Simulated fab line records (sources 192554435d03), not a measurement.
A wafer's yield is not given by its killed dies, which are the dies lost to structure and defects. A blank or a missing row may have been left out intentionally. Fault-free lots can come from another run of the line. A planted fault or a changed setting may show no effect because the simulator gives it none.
fab line records	flow n5Finfet
[record] lots = 7	wafers = 21
route steps=1938 shown SD_EPI_N@268 SDB@349 HKMG_FIN@402 GATE_CUT@469
startH: hours from the record's opening day to when the first of the lot's shown wafers began	waitH: how many hours have passed since the lot's step before this one	" unchanged from the row above	L1.1+2: a single row standing in for several wafers	- no value, or no start was given	* or withheld: withheld	< > ~ a bound
route shown NAME@n: names a module that has steps shown in the file, with the first one's number in the route	usual: mean and standard deviation over wafers with no fault	same: alike in all rows	chamber/n: place in a boat	sites: per-site readings	_std_site: the standard deviation of these	_edge_site: inner sites' mean taken away from outer sites' mean	radiusMm: for every site, how far away it sits from the centre of the wafer	mask NAME#n: copy n	behind: the most recent tool/chamber to have shaped the wafer	hold: reason for holding the lot/hours on hold/outcome of the hold	device: the transistor (n, p or np) that didn't switch	end of line: tests of these same wafers at the route's end	a step without rows: its recipe alone	killed: not the wafer's yield, but the dies lost to structure and defects at the first sort	map: a wafer's dies, x killed, . not, _ none there
set.NAME: the run value of the setting; set.NAME@STEP: its run value at that earlier step	model.NAME: the simulator's own value behind a step, which no gauge read
lots where settings were altered on purpose, with a table for each step and a row for each wafer
[[steps]]
[step N5_SD_EPI_N_PEB_07]
[recipe] pebTempC = 110	pebTimeS = 60	resist = CAR-ArF-block
lot.wafer	tool	chamber	startH	waitH	set.pebTimeS
L075.1+4	lithoTrack-05	0	56.46	0.1	47.77
L075.3	"	0	"	"	60
L083.1	lithoTrack-04	0	104.96	0.1	73.47
L083.2+6	"	0	"	"	60
L084.3+4+6	lithoTrack-05	0	109.91	0.0	60
L089.1+2+4	lithoTrack-05	0	139.57	0.1	60
L091.4+6	lithoTrack-04	0	150.20	0.0	53.34
L091.5	"	0	"	"	60
L095.3+4	lithoTrack-04	0	174.90	0.0	60
L095.5	"	0	"	"	51.95
L097.2	lithoTrack-01	0	187.73	0.0	70.19
L097.4+5	"	0	"	"	60
[step N5_SD_EPI_N_DEVELOP_08]
[recipe] developTimeS = 30	developer = TMAH	resist = CAR-ArF-block	devTempC = 23	rinseLiquid = diw	dry = airSpin
[step N5_SD_EPI_N_CD_MEAS_09]
[recipe] targetCdNm = 120	landingEnergyEv = 500	detector = seInlens
[usual] cdNm = 119.9/0.74
lot.wafer	tool	chamber	startH	waitH	set.pebTimeS@SD_EPI_N_PEB_07	cdNm
L075.1	cdSem-02	0	56.52	-	47.77	111.9
L075.3	"	0	"	"	60	118.5
L075.4	"	0	"	"	47.77	111.3
L083.1	cdSem-01	0	105.03	-	73.47	125.4
L083.2	"	0	"	"	60	118.4
L083.6	"	0	"	"	60	118.9
L084.3	cdSem-01	0	109.97	-	60	119.9
L084.4	"	0	"	"	60	119.6
L084.6	"	0	"	"	60	121.5
L089.1	cdSem-01	0	139.64	-	60	121.8
L089.2	"	0	"	"	60	120.7
L089.4	"	0	"	"	60	120.8
L091.4	cdSem-01	0	150.27	-	53.34	115.6
L091.5	"	0	"	"	60	119.9
L091.6	"	0	"	"	53.34	115.1
L095.3	cdSem-02	0	174.97	-	60	119.8
L095.4	"	0	"	"	60	119.6
L095.5	"	0	"	"	51.95	114.3
L097.2	cdSem-03	0	187.80	-	70.19	126.3
L097.4	"	0	"	"	60	120.3
L097.5	"	0	"	"	60	121.6
[step N5_SD_EPI_N_DESCUM_14]
[recipe] chemistry = O2	timeS = 7.9	sourcePowerW = 50	biasPowerW = 20	pressureMtorr = 20	rfFrequencyHz = 2.712e+07	tempC = 40	resist = CAR-ArF-block	o2FlowSccm = 225
lot.wafer	tool	chamber	startH	waitH	set.pebTimeS@SD_EPI_N_PEB_07	model.SD_EPI_N.cdNm
L075.1	rieDiel-01	0	56.61	0.0	47.77	111.8
L075.3	"	3	"	"	60	118.6
L075.4	"	2	"	"	47.77	111.4
L083.1	rieDiel-01	2	105.36	0.3	73.47	125.2
L083.2	"	1	"	"	60	118.6
L083.6	"	0	"	"	60	118.8
L084.3	rieDiel-05	3	110.06	0.0	60	120
L084.4	"	1	"	"	60	119.6
L084.6	"	0	"	"	60	121.6
L089.1	rieDiel-01	0	139.73	0.0	60	121.6
L089.2	"	1	"	"	60	120.6
L089.4	"	3	"	"	60	120.4
L091.4	rieDiel-01	0	151.02	0.7	53.34	115.8
L091.5	"	3	"	"	60	120.2
L091.6	"	2	"	"	53.34	115
L095.3	rieDiel-01	3	175.06	0.0	60	120
L095.4	"	2	"	"	60	119.6
L095.5	"	2	"	"	51.95	114.2
L097.2	rieDiel-06	2	187.89	0.0	70.19	125.8
L097.4	"	0	"	"	60	120.2
L097.5	"	3	"	"	60	120.8
[step N5_SD_EPI_N_ETCH_34]
[recipe] chemistry = CF4	target = SiARC	targetDepthA = 455	maskMaterial = CAR-ArF-block	timeS = 75.8	ionEnergyEv = 80	pressureMtorr = 40	sourceW = 545	biasW = 36	Ar_flow_sccm = 100	cf4FlowSccm = 100	ends = cleared
lot.wafer	tool	chamber	startH	waitH	set.spinRpm@SD_EPI_N_COAT_33	set.pebTimeS@SD_EPI_N_PEB_07	model.SD_EPI_N.cdNm	model.etch.depthNm
L075.1	rieDiel-01	0	56.65	0.0	1347	47.77	112	37.13
L075.3	"	3	"	"	1500	60	119	35.12
L075.4	"	2	"	"	1500	47.77	111.6	35.15
L083.1	rieDiel-01	2	105.40	0.0	1544	73.47	125	34.44
L083.2	"	1	"	"	1500	60	118.6	35.07
L083.6	"	0	"	"	1500	60	118.8	34.97
L084.3	rieDiel-05	3	110.09	0.0	1500	60	120.4	35.06
L084.4	"	1	"	"	1500	60	119.8	35.05
L084.6	"	0	"	"	1500	60	122	35.13
L089.1	rieDiel-01	0	139.76	0.0	1452	60	121.6	35.52
L089.2	"	1	"	"	1500	60	120.6	35.08
L089.4	"	3	"	"	1452	60	120.4	35.44
L091.4	rieDiel-01	0	151.05	0.0	1500	53.34	115.8	35.15
L091.5	"	3	"	"	1500	60	120.2	35.18
L091.6	"	2	"	"	1500	53.34	115	35.13
L095.3	rieDiel-01	3	175.09	0.0	1500	60	120.4	35.01
L095.4	"	2	"	"	1500	60	119.8	35.1
L095.5	"	2	"	"	1500	51.95	114.6	35.06
L097.2	rieDiel-06	2	187.92	0.0	1500	70.19	125.6	35.04
L097.4	"	0	"	"	1500	60	120.4	35.03
L097.5	"	3	"	"	1500	60	120.8	35.08
[step N5_SD_EPI_N_ETCH_35]
[recipe] chemistry = N2/H2	target = SOC	overetchA = 1080	maskMaterial = SiARC	tempC = 40	ionEnergyEv = 100	sourceW = 3000	biasW = 133	pressureMtorr = 20	timeS = 486	n2FlowSccm = 200	h2FlowSccm = 200
lot.wafer	tool	chamber	startH	waitH	set.pebTimeS@SD_EPI_N_PEB_07	model.SD_EPI_N.cdNm
L075.1+4	rieDiel-01	0,2	56.70	0.0	47.77	111.8
L075.3	"	3	"	"	60	118.4
L083.1	rieDiel-01	2	105.45	0.0	73.47	125.6
L083.2	"	1	"	"	60	119
L083.6	"	0	"	"	60	117.4
L084.3	rieDiel-05	3	110.15	0.0	60	120.4
L084.4	"	1	"	"	60	120
L084.6	"	0	"	"	60	122.4
L089.1+2	rieDiel-01	0,1	139.82	0.0	60	120.2
L089.4	"	3	"	"	60	121.2
L091.4	rieDiel-01	0	151.11	0.0	53.34	115.4
L091.5	"	3	"	"	60	121
L091.6	"	2	"	"	53.34	114.8
L095.3	rieDiel-01	3	175.15	0.0	60	120.8
L095.4	"	2	"	"	60	119.8
L095.5	"	2	"	"	51.95	114.6
L097.2	rieDiel-06	2	187.98	0.0	70.19	126
L097.4	"	0	"	"	60	118.8
L097.5	"	3	"	"	60	123
[step N5_SDB_COAT_04]
[recipe] resist = SiARC	tempC = 220	timeS = 60	spinRpm = 1500	resistThkNm = 18
lot.wafer	tool	chamber	startH	waitH	set.spinRpm	model.SiARC_of_SDB_COAT_04.thkNm
L075.1	lithoTrack-02	0	-	-	1623	17.4
L075.3+4	"	0	"	"	1500	18
L083.1+6	lithoTrack-01	0	-	-	1566	17.6
L083.2	"	0	"	"	1500	18
L084.3+4+6	lithoTrack-02	0	-	-	1500	18
L089.1+4	lithoTrack-01	0	-	-	1638	17.4
L089.2	"	0	"	"	1500	18.2
L091.4+5+6	lithoTrack-02	0	-	-	1500	18
L095.3+4+5	lithoTrack-02	0	-	-	1500	18
L097.2	lithoTrack-01	0	-	-	1500	18
L097.4+5	"	0	"	"	1365	18.8
[step N5_SDB_COAT_05]
[recipe] resist = CAR-ArF	spinRpm = 1500	resistThkNm = 90
[step N5_SDB_EBR_07]
[recipe] solvent = PGMEA	ebrWidthMm = 1.5
[step N5_SDB_DESCUM_16]
[recipe] chemistry = O2	timeS = 7.9	sourcePowerW = 50	biasPowerW = 20	pressureMtorr = 20	rfFrequencyHz = 2.712e+07	tempC = 40	resist = CAR-ArF	o2FlowSccm = 225
[step N5_SDB_ETCH_17]
[recipe] chemistry = CF4	target = SiARC	targetDepthA = 234	maskMaterial = CAR-ArF	timeS = 39	ionEnergyEv = 80	pressureMtorr = 40	sourceW = 545	biasW = 36	Ar_flow_sccm = 100	cf4FlowSccm = 100	ends = cleared
lot.wafer	tool	chamber	startH	waitH	set.spinRpm@SDB_COAT_04	model.etch.depthNm	model.CAR-ArF_of_SDB_COAT_05.thkNm
L075.1	rieDiel-01	3	74.70	0.0	1623	17.33	67.4
L075.3	"	2	"	"	1500	17.98	66.4
L075.4	"	0	"	"	1500	18.04	66.4
L083.1	rieDiel-05	0	121.64	0.0	1566	17.64	67.2
L083.2	"	3	"	"	1500	18.02	66.6
L083.6	"	1	"	"	1566	17.61	66.8
L084.3	rieDiel-05	2	127.35	0.0	1500	18.1	67
L084.4	"	0	"	"	1500	18.09	67
L084.6	"	1	"	"	1500	18.03	67.4
L089.1	rieDiel-06	0	158.37	0.0	1638	17.37	67.4
L089.2	"	1	"	"	1500	18.11	66.6
L089.4	"	3	"	"	1638	17.34	67.2
L091.4	rieDiel-06	2	167.34	0.0	1500	18.09	67
L091.5	"	2	"	"	1500	18.05	67
L091.6	"	3	"	"	1500	18.08	66.8
L095.3	rieDiel-01	0	192.93	0.0	1500	18.1	66.6
L095.4	"	1	"	"	1500	18.04	67
L095.5	"	0	"	"	1500	18.05	66.8
L097.2	rieDiel-06	3	204.86	0.0	1500	18.08	67
L097.4	"	2	"	"	1365	18.89	66
L097.5	"	0	"	"	1365	18.89	66.4
[step N5_SDB_ETCH_18]
[recipe] chemistry = N2/H2	target = SOC	targetDepthA = 1000	overetchA = 200	maskMaterial = SiARC	tempC = 40	timeS = 150	ionEnergyEv = 200	pressureMtorr = 30	sourceW = 840	biasW = 150	n2FlowSccm = 200	h2FlowSccm = 200
lot.wafer	tool	chamber	startH	waitH	set.spinRpm@SDB_COAT_04	model.SiARC_of_SDB_COAT_04.thkNm
L075.1	rieDiel-01	3	74.74	0.0	1623	12
L075.3+4	"	2,0	"	"	1500	12.8
L083.1	rieDiel-05	0	121.68	0.0	1566	12.6
L083.2	"	3	"	"	1500	13
L083.6	"	1	"	"	1566	12.2
L084.3	rieDiel-05	2	127.39	0.0	1500	12.8
L084.4	"	0	"	"	1500	13
L084.6	"	1	"	"	1500	12.6
L089.1	rieDiel-06	0	158.40	0.0	1638	12.4
L089.2	"	1	"	"	1500	13.4
L089.4	"	3	"	"	1638	12
L091.4+5+6	rieDiel-06	2,2,3	167.38	0.0	1500	12.8
L095.3+4	rieDiel-01	0,1	192.97	0.0	1500	12.8
L095.5	"	0	"	"	1500	12.6
L097.2	rieDiel-06	3	204.90	0.0	1500	12.8
L097.4	"	2	"	"	1365	13.6
L097.5	"	0	"	"	1365	13.8
[step N5_HKMG_FIN_ETCH_54]
[recipe] chemistry = CF4	target = SiARC	targetDepthA = 455	maskMaterial = CAR-ArF	timeS = 75.8	ionEnergyEv = 80	pressureMtorr = 40	sourceW = 545	biasW = 36	Ar_flow_sccm = 100	cf4FlowSccm = 100	ends = cleared
[usual] rfVppV = 183.9/1.1
lot.wafer	tool	chamber	startH	waitH	set.sourceW	rfVppV
L075.1	rieDiel-06	0	80.80	0.0	494.6	189.6
L075.3	"	2	"	"	494.6	189.3
L075.4	"	3	"	"	545	182.8
L083.1	rieDiel-01	3	128.04	0.0	545	185.3
L083.2	"	2	"	"	545	184.9
L083.6	"	0	"	"	545	183.6
L084.3	rieDiel-01	2	134.14	0.0	545	185.8
L084.4	"	1	"	"	545	183.9
L084.6	"	2	"	"	545	184.6
L089.1	rieDiel-05	1	164.03	0.0	545	183.3
L089.2	"	0	"	"	573.1	182.5
L089.4	"	3	"	"	545	184.1
L091.4	rieDiel-06	0	173.26	0.0	478.7	192.9
L091.5	"	2	"	"	545	183.1
L091.6	"	3	"	"	478.7	192.7
L095.3	rieDiel-01	0	198.53	0.0	545	184.9
L095.4	"	1	"	"	545	184.0
L095.5	"	2	"	"	545	185.3
L097.2	rieDiel-01	2	213.60	0.0	520	186.6
L097.4	"	0	"	"	520	189.4
L097.5	"	2	"	"	545	185.1
[step N5_HKMG_FIN_ETCH_55]
[recipe] chemistry = N2/H2	target = SOC	targetDepthA = 2400	tempC = 40	timeS = 300	ionEnergyEv = 200	maskMaterial = SiARC	pressureMtorr = 30	sourceW = 840	biasW = 150	n2FlowSccm = 200	h2FlowSccm = 200
lot.wafer	tool	chamber	startH	waitH	set.timeS	model.HKMG_FIN.featureDepthNm	model.etch.depthNm	model.SiARC_of_HKMG_FIN_COAT_42.thkNm
L075.1	rieDiel-06	0	80.86	0.0	262.1	202.8	202.9	23.4
L075.3	"	2	"	"	300	237.8	237.8	21
L075.4	"	3	"	"	300	241.6	241.6	21.2
L083.1	rieDiel-01	3	128.09	0.0	242.3	197	197	23.8
L083.2	"	2	"	"	242.3	192.4	192.4	24
L083.6	"	0	"	"	300	238	238	21.4
L084.3	rieDiel-01	2	134.20	0.0	300	237.2	237.2	21.4
L084.4	"	1	"	"	300	236.2	236.3	21.4
L084.6	"	2	"	"	300	238.6	238.7	21.2
L089.1	rieDiel-05	1	164.09	0.0	261.9	216.4	216.4	22.4
L089.2	"	0	"	"	261.9	201	201	23.2
L089.4	"	3	"	"	300	234.8	234.8	21.6
L091.4	rieDiel-06	0	173.38	0.1	261	203.6	203.7	23.2
L091.5	"	2	"	"	300	240.4	240.5	20.8
L091.6	"	3	"	"	300	245.8	245.9	21
L095.3	rieDiel-01	0	198.58	0.0	248.8	204.8	204.8	23.4
L095.4	"	1	"	"	300	237.8	237.8	21.2
L095.5	"	2	"	"	248.8	196	195.9	23.6
L097.2	rieDiel-01	2	213.68	0.1	300	234.4	234.4	21.4
L097.4	"	0	"	"	300	247	247.1	20.8
L097.5	"	2	"	"	238.1	184.6	184.7	24.2
[step N5_GATE_CUT_ETCH_58]
[recipe] chemistry = CH3F/O2	target = SiNx	targetDepthA = 170	timeS = 128.6	ionEnergyEv = 50	pressureMtorr = 30	sourceW = 415	biasW = 21	Ar_flow_sccm = 150	CH3F_flow_sccm = 30	O2_flow_sccm = 20
[usual] rfVppV = 99.3/0.97
lot.wafer	tool	chamber	startH	waitH	set.biasW	rfVppV
L075.1	rieDiel-02	3	89.52	0.1	21	98.2
L075.3	"	2	"	"	19.44	96.7
L075.4	"	1	"	"	19.44	94.4
L083.1	rieDiel-02	0	136.40	0.2	22.33	104.0
L083.2	"	1	"	"	21	101.6
L083.6	"	1	"	"	22.33	104.7
L084.3	rieDiel-03	0	142.27	0.0	21	98.9
L084.4	"	2	"	"	21	99.9
L084.6	"	1	"	"	21	100.2
L089.1	rieDiel-03	0	172.61	0.7	21	98.7
L089.2	"	3	"	"	18.14	91.2
L089.4	"	1	"	"	18.14	89.2
L091.4	rieDiel-04	3	182.25	0.1	24.22	110.7
L091.5	"	1	"	"	21	97.7
L091.6	"	0	"	"	21	99.0
L095.3	rieDiel-04	1	206.85	0.0	21	98.4
L095.4	"	2	"	"	21	99.7
L095.5	"	2	"	"	21	98.5
L097.2	rieDiel-03	0	222.52	0.1	21	98.6
L097.4	"	2	"	"	17.31	87.1
L097.5	"	3	"	"	17.31	88.6
[step N5_GATE_CUT_COAT_27]
[recipe] resist = underlayer	tempC = 205	timeS = 60	spinRpm = 1500	resistThkNm = 10
lot.wafer	tool	chamber	startH	waitH	set.spinRpm	model.underlayer_of_GATE_CUT_COAT_27.thkNm
L075.1+3	lithoTrack-05	0	-	-	1500	10
L075.4	"	0	"	"	1607	9.6
L083.1+2+6	lithoTrack-02	0	-	-	1500	10
L084.3+4+6	lithoTrack-02	0	-	-	1500	10
L089.1+2	lithoTrack-02	0	-	-	1500	10
L089.4	"	0	"	"	1434	10.2
L091.4	lithoTrack-03	0	-	-	1409	10.2
L091.5	"	0	"	"	1409	10.4
L091.6	"	0	"	"	1500	10
L095.3+4	lithoTrack-02	0	-	-	1500	10
L095.5	"	0	"	"	1638	9.6
L097.2+5	lithoTrack-03	0	-	-	1500	10
L097.4	"	0	"	"	1550	9.8
[step N5_GATE_CUT_COAT_07]
[recipe] resist = CAR-EUV	spinRpm = 1500	resistThkNm = 30
[step N5_GATE_CUT_EBR_09]
[recipe] solvent = PGMEA	ebrWidthMm = 1.5
[step N5_GATE_CUT_DESCUM_18]
[recipe] chemistry = O2	timeS = 7	sourcePowerW = 50	biasPowerW = 20	pressureMtorr = 20	rfFrequencyHz = 2.712e+07	tempC = 40	resist = CAR-EUV	o2FlowSccm = 225
[step N5_GATE_CUT_ETCH_28]
[recipe] chemistry = N2/H2	target = underlayer	targetDepthA = 130	maskMaterial = CAR-EUV	timeS = 10.4	ionEnergyEv = 200	pressureMtorr = 30	sourceW = 840	biasW = 150	n2FlowSccm = 200	h2FlowSccm = 200	ends = cleared
lot.wafer	tool	chamber	startH	waitH	set.spinRpm@GATE_CUT_COAT_27	model.etch.depthNm	model.CAR-EUV_of_GATE_CUT_COAT_07.thkNm
L075.1	rieDiel-03	2	93.68	0.0	1500	10.02	14.6
L075.3	"	1	"	"	1500	9.992	14.6
L075.4	"	3	"	"	1607	9.652	14.8
L083.1	rieDiel-04	1	139.96	0.0	1500	10.02	14.8
L083.2	"	2	"	"	1500	10	14.8
L083.6	"	2	"	"	1500	10.03	14.8
L084.3	rieDiel-03	1	145.93	0.0	1500	10.02	14.8
L084.4	"	1	"	"	1500	10.03	14.6
L084.6	"	3	"	"	1500	9.988	14.8
L089.1	rieDiel-02	1	176.14	0.0	1500	10.06	14.4
L089.2	"	0	"	"	1500	10.03	14.4
L089.4	"	2	"	"	1434	10.28	14.2
L091.4	rieDiel-02	2	186.91	0.0	1409	10.29	14.2
L091.5	"	1	"	"	1409	10.32	14.2
L091.6	"	0	"	"	1500	9.998	14.6
L095.3	rieDiel-02	3	210.68	0.0	1500	10.02	14.8
L095.4	"	2	"	"	1500	10.01	14.6
L095.5	"	2	"	"	1638	9.57	15.2
L097.2	rieDiel-02	2	226.26	0.0	1500	10	14.6
L097.4	"	0	"	"	1550	9.817	14.8
L097.5	"	1	"	"	1500	9.986	14.6
[[key]]
[split] step = N5_SD_EPI_N_PEB_07	setting = pebTimeS	stated = 60	by = wafer
[response] step = N5_SD_EPI_N_CD_MEAS_09	reading = cdNm	change = +0.333	per = 1%	r = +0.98
[response] step = N5_SD_EPI_N_DESCUM_14	reading = model.SD_EPI_N.cdNm	change = +0.336	per = 1%	r = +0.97
[response] step = N5_SD_EPI_N_ETCH_34	reading = model.SD_EPI_N.cdNm	change = +0.331	per = 1%	r = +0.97
[response] step = N5_SD_EPI_N_ETCH_35	reading = model.SD_EPI_N.cdNm	change = +0.35	per = 1%	r = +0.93
[split] step = N5_SDB_COAT_04	setting = spinRpm	stated = 1500	by = wafer
[response] step = N5_SDB_COAT_04	reading = model.SiARC_of_SDB_COAT_04.thkNm	change = -0.0842	per = 1%	r = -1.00
[response] step = N5_SDB_ETCH_17	reading = model.etch.depthNm	change = -0.0854	per = 1%	r = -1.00
[response] step = N5_SDB_ETCH_17	reading = model.CAR-ArF_of_SDB_COAT_05.thkNm	change = +0.0936	per = 1%	r = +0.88
[response] step = N5_SDB_ETCH_18	reading = model.SiARC_of_SDB_COAT_04.thkNm	change = -0.112	per = 1%	r = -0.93
[split] step = N5_HKMG_FIN_ETCH_54	setting = sourceW	stated = 545	by = wafer
[response] step = N5_HKMG_FIN_ETCH_54	reading = rfVppV	change = -0.706	per = 1%	r = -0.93
[split] step = N5_HKMG_FIN_ETCH_55	setting = timeS	stated = 300	by = wafer
[response] step = N5_HKMG_FIN_ETCH_55	reading = model.HKMG_FIN.featureDepthNm	change = +2.5	per = 1%	r = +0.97
[response] step = N5_HKMG_FIN_ETCH_55	reading = model.etch.depthNm	change = +2.5	per = 1%	r = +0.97
[response] step = N5_HKMG_FIN_ETCH_55	reading = model.SiARC_of_HKMG_FIN_COAT_42.thkNm	change = -0.143	per = 1%	r = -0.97
[split] step = N5_GATE_CUT_ETCH_58	setting = biasW	stated = 21	by = wafer
[response] step = N5_GATE_CUT_ETCH_58	reading = rfVppV	change = +0.643	per = 1%	r = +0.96
[split] step = N5_GATE_CUT_COAT_27	setting = spinRpm	stated = 1500	by = wafer
[response] step = N5_GATE_CUT_COAT_27	reading = model.underlayer_of_GATE_CUT_COAT_27.thkNm	change = -0.0488	per = 1%	r = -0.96
[response] step = N5_GATE_CUT_ETCH_28	reading = model.etch.depthNm	change = -0.0498	per = 1%	r = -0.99
[response] step = N5_GATE_CUT_ETCH_28	reading = model.CAR-EUV_of_GATE_CUT_COAT_07.thkNm	change = +0.0493	per = 1%	r = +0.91
split outsideThisFile step=N5_SD_EPI_N_COAT_33 setting=spinRpm
// split outsideThisFile: this setting was split too, and the file shows its column; the key of that split is in another file
